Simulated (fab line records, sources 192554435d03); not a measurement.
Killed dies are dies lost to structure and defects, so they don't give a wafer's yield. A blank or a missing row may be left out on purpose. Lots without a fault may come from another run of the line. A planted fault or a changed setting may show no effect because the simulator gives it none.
Chamber matching | flow n5_finfet | N5_BEOL_M0_SAQP_PECVD_04 on pecvd-04: 3 sister chambers
The step deposits a-Si from SiH4/He, target thk 60 nm, time 60.2 s. 3 wafers are shown with their chamber, then 10 later ones without.

WAFERS WITH THEIR CHAMBER
wafer  | chamber | throttle_valve_pct (%)
L083.5 | 2       | 17.4
L084.1 | 0       | 17.0
L084.2 | 1       | 18.8

WAFERS WITHOUT THEIR CHAMBER
wafer  | throttle_valve_pct (%)
L084.4 | 17.0
L088.2 | 19.1
L088.5 | 17.1
L088.6 | 19.1
L095.1 | 16.7
L095.2 | 19.0
L095.4 | 17.0
L097.1 | 19.2
L097.3 | 16.6
L097.5 | 19.2

WHICH CHAMBER EACH WENT THROUGH
wafer  | from the rows above     | in truth
L084.4 | can't be placed: 0 or 2 | 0
L088.2 | 1                       | 1
L088.5 | can't be placed: 0 or 2 | 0
L088.6 | 1                       | 1
L095.1 | can't be placed: 0 or 2 | 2
L095.2 | 1                       | 1
L095.4 | can't be placed: 0 or 2 | 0
L097.1 | 1                       | 1
L097.3 | can't be placed: 0 or 2 | 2
L097.5 | 1                       | 1
Placed correctly: 5 of 10. Can't be placed from these rows: 5 (the true chamber is among the candidates in 5). Placed wrongly: 0.
How it was worked out, from the rows above alone: a wafer's distance from a chamber is the root of the sum, over the readings, of the square of ((its reading less the chamber's mean) divided by the reading's scatter). The wafer belongs to the nearest chamber; if the next one is less than 2 further off, it can't be placed. A chamber's mean is the mean of its shown wafers. The scatter: with one shown wafer a chamber, the root of the mean of the squares of how far each hidden wafer lies from its nearest shown one.
